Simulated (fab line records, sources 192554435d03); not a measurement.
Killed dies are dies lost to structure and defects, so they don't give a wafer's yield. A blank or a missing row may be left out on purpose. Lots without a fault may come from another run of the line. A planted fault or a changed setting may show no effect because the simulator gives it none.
Which tool did it? | flow n5_finfet | 9 lots, 27 wafers sampled, at 6 steps of a route of 1938

WHAT THE GAUGES READ, wafer by wafer
N5_SD_EPI_P_OVL_MEAS_10. Usual: SD_P_BLK_OVL 0.3 nm, standard deviation 0.9.
lot  | measured    | on         | SD_P_BLK_OVL (nm) | flag
L686 | day 4 07:29 | overlay-02 | -0.1 -0.7 -0.6    |
L689 | day 4 23:47 | overlay-01 | -0.8 -1.0 0.0     |
L695 | day 6 13:29 | overlay-01 | 1.2 1.1 -0.8      |
L697 | day 7 01:26 | overlay-01 | 0.7 0.9 0.1       |
L700 | day 7 16:53 | overlay-02 | 2.0 1.7 1.0       |
L701 | day 8 01:20 | overlay-02 | -0.9 0.4 0.1      |
L702 | day 8 05:27 | overlay-02 | 1.2 0.2 1.0       |
L703 | day 8 11:47 | overlay-02 | 0.5 0.4 0.8       |
L704 | day 8 20:45 | overlay-02 | 0.6 0.5 0.9       |

N5_SD_ACTIVATION_RS_MEAS_03: measures by four-point-probe. Usual: RS_SD_N 21.92 ohm/sq, standard deviation 0.29; RS_SD_P 55.9 ohm/sq, standard deviation 0.8.
lot  | measured    | on            | RS_SD_N (ohm/sq)  | RS_SD_P (ohm/sq) | flag
L686 | day 4 11:59 | film_metro-01 | 22.32 22.17 21.89 | 55.7 56.0 55.0   |
L689 | day 5 04:08 | film_metro-01 | 22.01 21.86 22.51 | 57.1 57.5 56.0   |
L695 | day 6 18:04 | film_metro-01 | 22.05 22.54 22.07 | 56.6 55.6 55.9   |
L697 | day 7 05:46 | film_metro-02 | 21.85 21.47 21.50 | 58.0 57.6 56.3   |
L700 | day 7 21:59 | film_metro-01 | 22.04 21.88 21.89 | 57.4 57.0 56.9   |
L701 | day 8 05:41 | film_metro-01 | 22.06 22.34 22.13 | 55.3 55.5 56.2   |
L702 | day 8 09:52 | film_metro-01 | 21.65 21.22 21.74 | 54.0 53.7 53.9   |
L703 | day 8 16:04 | film_metro-01 | 22.02 21.62 21.78 | 53.7 54.3 53.4   |
L704 | day 9 00:58 | film_metro-01 | 22.30 22.14 22.27 | 55.9 55.0 56.3   |

N5_BEOL_M4_RC_MEAS_101. Usual: DIBL_N 36.4 mV/V, standard deviation 1.4; DIBL_P 36.4 mV/V, standard deviation 1.5; IOFF_N 0.156 nA/um, standard deviation 0.022; IOFF_P 0.210 nA/um, standard deviation 0.023; ION_N 675 uA/um, standard deviation 9.1; ION_P 463 uA/um, standard deviation 5.7; RS_SD_P 65.7 ohm/sq, standard deviation 0.85; SS_N 71.6 mV/dec, standard deviation 0.45; SS_P 73.3 mV/dec, standard deviation 0.56; VT_N 250 mV, standard deviation 3.1; VT_P -250.3 mV, standard deviation 2.3.
lot  | measured     | on        | DIBL_N (mV/V)  | DIBL_P (mV/V)  | IOFF_N (nA/um)    | IOFF_P (nA/um)    | ION_N (uA/um) | ION_P (uA/um) | RS_SD_P (ohm/sq) | SS_N (mV/dec)  | SS_P (mV/dec)  | VT_N (mV)   | VT_P (mV)            | flag
L686 | day 10 05:55 | prober-01 | 34.3 34.1 35.5 | 35.6 34.4 36.1 | 0.126 0.120 0.141 | 0.196 0.192 0.218 | 674 677 673   | 469 472 472   | 65.8 66.6 65.5   | 70.8 71.4 71.5 | 72.6 72.4 73.1 | 250 254 248 | -251.6 -249.2 -245.6 |
L689 | day 10 18:31 | prober-02 | 37.4 37.6 37.8 | 37.3 37.7 37.5 | 0.160 0.155 0.163 | 0.195 0.200 0.206 | 667 667 670   | 455 455 464   | 66.5 67.5 65.8   | 71.1 71.7 71.4 | 73.6 73.8 73.9 | 248 253 249 | -254.0 -252.8 -251.3 |
L695 | day 12 11:01 | prober-01 | 39.9 36.8 38.7 | 36.8 32.7 35.2 | 0.185 0.114 0.155 | 0.245 0.179 0.214 | 683 657 676   | 464 461 465   | 65.6 65.3 65.6   | 70.8 70.9 71.2 | 73.8 72.2 73.6 | 248 254 250 | -249.2 -251.9 -249.4 |
L697 | day 12 16:17 | prober-01 | 36.2 37.6 37.3 | 33.8 36.6 36.0 | 0.155 0.175 0.173 | 0.191 0.228 0.223 | 677 684 687   | 456 468 465   | 66.8 67.3 66.6   | 71.6 71.5 71.4 | 72.4 73.7 73.1 | 248 249 248 | -249.8 -247.9 -247.1 |
L700 | day 13 18:05 | prober-02 | 39.0 37.2 37.0 | 37.6 35.8 35.3 | 0.191 0.156 0.150 | 0.251 0.227 0.210 | 683 678 674   | 470 469 462   | 67.0 67.1 66.3   | 72.0 71.0 71.3 | 73.5 73.2 73.4 | 250 251 253 | -247.7 -247.3 -249.9 |
L701 | day 13 23:07 | prober-02 | 34.7 34.6 33.9 | 36.0 35.4 34.7 | 0.134 0.130 0.116 | 0.192 0.187 0.168 | 678 661 665   | 465 459 456   | 65.7 65.8 67.3   | 71.1 71.7 71.0 | 72.3 72.1 72.4 | 252 251 254 | -251.0 -251.1 -252.2 |
L702 | day 14 03:29 | prober-02 | 35.8 34.8 35.5 | 35.7 34.3 35.9 | 0.152 0.131 0.142 | 0.216 0.192 0.229 | 673 672 673   | 470 467 468   | 62.7 62.6 62.9   | 71.3 71.2 71.6 | 73.6 73.3 73.2 | 252 251 252 | -247.8 -249.3 -247.8 | OFF
L703 | day 14 05:38 | prober-01 | 37.2 38.5 36.9 | 37.8 37.8 36.5 | 0.178 0.199 0.160 | 0.230 0.236 0.207 | 680 683 681   | 467 467 468   | 62.7 63.4 62.9   | 71.8 72.1 71.9 | 73.4 73.7 73.5 | 246 247 248 | -248.7 -249.2 -251.3 | OFF
L704 | day 14 15:42 | prober-02 | 37.2 36.8 35.9 | 38.6 37.0 35.9 | 0.187 0.166 0.152 | 0.259 0.228 0.212 | 685 671 675   | 477 465 467   | 65.3 65.7 66.0   | 72.3 72.1 71.6 | 73.5 74.1 73.8 | 246 248 249 | -249.3 -249.0 -250.1 |

WHICH TOOL RAN EACH LOT (tool, then ch and the chambers of the sampled wafers, then the start)
lot  | N5_SD_EPI_P_ETCH_16               | N5_SD_EPI_P_STRIP_40                | N5_SD_EPI_P_EPI_21
L686 | rie_diel-06 ch 2,3, day 4 08:09   | plasma_asher-02 ch 0,1, day 4 08:23 | epi_rpcvd-04 ch 0, day 4 09:16
L689 | rie_diel-01 ch 1,2,3, day 5 00:27 | plasma_asher-02 ch 0,1, day 5 00:40 | epi_rpcvd-02 ch 0, day 5 01:33
L695 | rie_diel-06 ch 0,1,3, day 6 14:29 | plasma_asher-02 ch 0,1, day 6 14:43 | epi_rpcvd-03 ch 0, day 6 15:14
L697 | rie_diel-01 ch 1,2,3, day 7 02:06 | plasma_asher-02 ch 0,1, day 7 02:25 | epi_rpcvd-04 ch 0, day 7 03:17
L700 | rie_diel-06 ch 1,2,3, day 7 17:35 | plasma_asher-02 ch 0,1, day 7 17:48 | epi_rpcvd-04 ch 0, day 7 18:26
L701 | rie_diel-06 ch 0,1, day 8 02:01   | plasma_asher-02 ch 1, day 8 02:13   | epi_rpcvd-02 ch 0, day 8 03:07
L702 | rie_diel-06 ch 0,1, day 8 06:07   | plasma_asher-01 ch 0,1, day 8 06:20 | epi_rpcvd-04 ch 0, day 8 07:13
L703 | rie_diel-01 ch 1,2,3, day 8 12:30 | plasma_asher-02 ch 0,1, day 8 12:43 | epi_rpcvd-04 ch 0, day 8 13:36
L704 | rie_diel-04 ch 1,2,3, day 8 21:26 | plasma_asher-01 ch 0,1, day 8 21:38 | epi_rpcvd-03 ch 0, day 8 22:10
- N5_SD_EPI_P_ETCH_16: etches SiO2 in CHF3/O2, target depth 5 nm.
- N5_SD_EPI_P_STRIP_40: strips in N2/H2.
- N5_SD_EPI_P_EPI_21: deposits SiGe:B, time 355 s.

WHAT THE TOOLS THEMSELVES READ (means of the sampled wafers that have a number; where no wafer has one, the mark that the record gives instead)
N5_SD_EPI_P_ETCH_16. Usual: O2_flow_sccm 4.998 sccm, standard deviation 0.014; drypump_motor_current_A 5.7 A, standard deviation 0.66; mfc_ar_sccm 200.0 sccm, standard deviation 0.62; oes_o_777_au 0.80 a.u., standard deviation 0.085; oes_product_au 0.80 a.u., standard deviation 0.088; rf_vpp_V 526 V, standard deviation 5.5; showerhead_plenum_p_Torr 2.41 Torr, standard deviation 0.07; throttle_valve_pct 18.91 %, standard deviation 0.19.
lot  | tool        | O2_flow_sccm (sccm) | drypump_motor_current_A (A) | mfc_ar_sccm (sccm) | oes_o_777_au (a.u.) | oes_product_au (a.u.) | rf_vpp_V (V) | showerhead_plenum_p_Torr (Torr) | throttle_valve_pct (%) | flag
L686 | rie_diel-06 | 5.005               | 5.6                         | 199.4              | 0.72                | 0.73                  | 528          | 2.36                            | 19.24                  |
L689 | rie_diel-01 | 4.987               | 5.7                         | 200.3              | 0.78                | 0.79                  | 521          | 2.40                            | 18.85                  |
L695 | rie_diel-06 | 5.000               | 5.4                         | 200.1              | 0.80                | 0.81                  | 527          | 2.39                            | 18.93                  |
L697 | rie_diel-01 | 4.986               | 5.7                         | 199.1              | 0.77                | 0.77                  | 522          | 2.39                            | 18.88                  |
L700 | rie_diel-06 | 5.003               | 5.5                         | 200.1              | 0.80                | 0.81                  | 530          | 2.39                            | 19.02                  |
L701 | rie_diel-06 | 5.003               | 5.4                         | 199.8              | 0.80                | 0.80                  | 531          | 2.42                            | 18.84                  |
L702 | rie_diel-06 | 5.007               | 5.4                         | 199.0              | 0.79                | 0.80                  | 530          | 2.42                            | 18.83                  |
L703 | rie_diel-01 | 5.016               | 5.7                         | 200.2              | 0.85                | 0.85                  | 521          | 2.38                            | 18.76                  |
L704 | rie_diel-04 | 4.992               | 6.0                         | 200.2              | 0.81                | 0.81                  | 529          | 2.43                            | 18.91                  |

N5_SD_EPI_P_STRIP_40. Usual: drypump_motor_current_A 5.7 A, standard deviation 0.5; h2_flow_sccm 3249 sccm, standard deviation 9.5; heater_power_w 335 W, standard deviation 24; oes_product_au 0.761 a.u., standard deviation 0.0097.
lot  | tool            | drypump_motor_current_A (A) | h2_flow_sccm (sccm) | heater_power_w (W) | oes_product_au (a.u.) | flag
L686 | plasma_asher-02 | 6.0                         | 3253                | 344                | 0.765                 |
L689 | plasma_asher-02 | 6.0                         | 3247                | 341                | 0.760                 |
L695 | plasma_asher-02 | 6.0                         | 3247                | 340                | 0.753                 |
L697 | plasma_asher-02 | 6.0                         | 3238                | 338                | 0.767                 |
L700 | plasma_asher-02 | 6.1                         | 3252                | 341                | 0.756                 |
L701 | plasma_asher-02 | 5.9                         | 3254                | 333                | 0.761                 |
L702 | plasma_asher-01 | 5.3                         | 3241                | 340                | 0.762                 |
L703 | plasma_asher-02 | 6.0                         | 3255                | 343                | 0.765                 |
L704 | plasma_asher-01 | 5.3                         | 3247                | 336                | 0.760                 |

THE ANSWER, worked out from the rows above alone
Rule: a lot is off if the mean of its wafers that have a number lies more than 3 standard deviations from the usual mean. A lot without any number at a reading at which 4 lots or more have one is off too. The other lots that the step has rows for count as sound. The gauges are gone through in route order, then the tools' own readings, and for those a lot's mean is taken as printed above. The first step at which some lot is off is used, and at that step the reading that is off furthest; a lot without a number counts as furthest.
Off: L702, L703, at N5_BEOL_M4_RC_MEAS_101 (RS_SD_P).
A tool fits if, at a process step before that reading, it ran every lot that is off, and no sound lot after the first of them. The gauges at N5_BEOL_M4_RC_MEAS_101 are tried like those tools. One fits: epi_rpcvd-04 at N5_SD_EPI_P_EPI_21. Its last sound lot is L700 (day 7 18:26), its first lot that is off L702 (day 8 07:13): a fault that began between those two fits.

WHAT THE SIMULATOR HAD PUT IN
Process parameter drift: epi_rpcvd-04, from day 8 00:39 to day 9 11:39, at N5_SD_EPI_P_EPI_21. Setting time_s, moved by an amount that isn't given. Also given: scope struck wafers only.
Lots struck among those shown: L702, L703. The rule above found the same.
